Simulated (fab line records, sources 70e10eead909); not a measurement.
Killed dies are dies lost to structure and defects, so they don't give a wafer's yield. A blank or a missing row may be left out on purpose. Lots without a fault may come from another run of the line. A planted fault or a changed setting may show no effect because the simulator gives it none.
A struck lot beside a sound one | flow nand_harc | 15 steps out of a route of 1302
Sound: wafers L533.1, L533.2, L533.6. Struck: wafers L524.1, L524.2, L524.4. The cause comes at the end.
At each step with rows: each side's tool, then ch and its chambers, then its first start. Under that, the readings that differ: sound wafers | struck wafers | difference of the means | sigmas: that difference in standard deviations of wafers without a fault.
alike: readings whose means differ by less than 2 such deviations, and words and numbers that are the same on both sides. not compared: withheld readings, readings that some wafer has no value for, bounds like >300 that may hide the same value, and numbers for which the record gives no deviation and whose values overlap.
The two part at a step that has a row with sigmas, a row that says differs or no value, or rows on one side only. Numbers that don't overlap but have no deviation are shown without sigmas and don't part them. A reading that every wafer of one side lacks parts them only if that side has two wafers or more.

first, 9 steps without rows for these wafers: NHARC_P_ZERO_WELL_STRIP_15 (strips in SPM, time 900 s); NHARC_P_ZERO_WELL_DEHYDRATE_16 (time 120 s); NHARC_P_ZERO_WELL_HMDS_17 (time 30 s); NHARC_P_ZERO_WELL_COAT_18; NHARC_P_ZERO_WELL_SOFTBAKE_19 (time 95 s); NHARC_P_ZERO_WELL_EBR_20; NHARC_P_ZERO_WELL_EXPOSE_21 (exposes mask P NWELL, target cd 720 nm); NHARC_P_ZERO_WELL_PEB_22 (peb time 85 s); NHARC_P_ZERO_WELL_DEVELOP_23 (time 70 s).
NHARC_P_ZERO_WELL_CD_MEAS_24: target cd 720 nm.
  sound on cd_sem-02 ch 0, day 8 04:29; struck on cd_sem-01 ch 0, day 4 10:27
  alike: cd_nm
then, 1 step without rows for these wafers: NHARC_P_ZERO_WELL_HARDBAKE_25 (time 80 s).
NHARC_P_ZERO_WELL_DESCUM_26: chemistry O2, time 3 s.
  sound on rie_diel-09 ch 0,1, day 8 04:39; struck on rie_diel-03 ch 0,2,3, day 4 10:38
  alike: drypump_motor_current_A, oes_product_au, rf_vpp_V, showerhead_plenum_p_Torr, throttle_valve_pct
  not compared: rf_hours_counter_h
NHARC_P_ZERO_WELL_IMPLANT_27:
  sound on implanter-02 ch 0, day 8 04:48; struck on implanter-01, day 4 10:46
  no value came back on the struck wafers for beam_energy_keV, beam_on_s (s), tilt_deg (degrees); on the sound wafers beam_energy_keV reads 600.01 599.99 600.01
then, 1 step without rows for these wafers: NHARC_P_ZERO_WELL_IMPLANT_57.
-- the record jumps here: 22 days lie between the struck wafers' starts before and after (it left off in module P_ZERO_WELL and takes up again in module END, whose first step shown is number 1302 of the route) --
NHARC_END_SORT_01:
  the record has rows for the struck wafers here (prober-02 ch 0, day 26 02:40) and none for the sound ones

WHERE THEY PART
First at NHARC_P_ZERO_WELL_IMPLANT_27; last, within this record, at NHARC_END_SORT_01.

WHY: what the simulator had put in
Skipped step whole: implanter-01, from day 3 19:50 on, at NHARC_P_ZERO_WELL_IMPLANT_27. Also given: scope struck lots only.
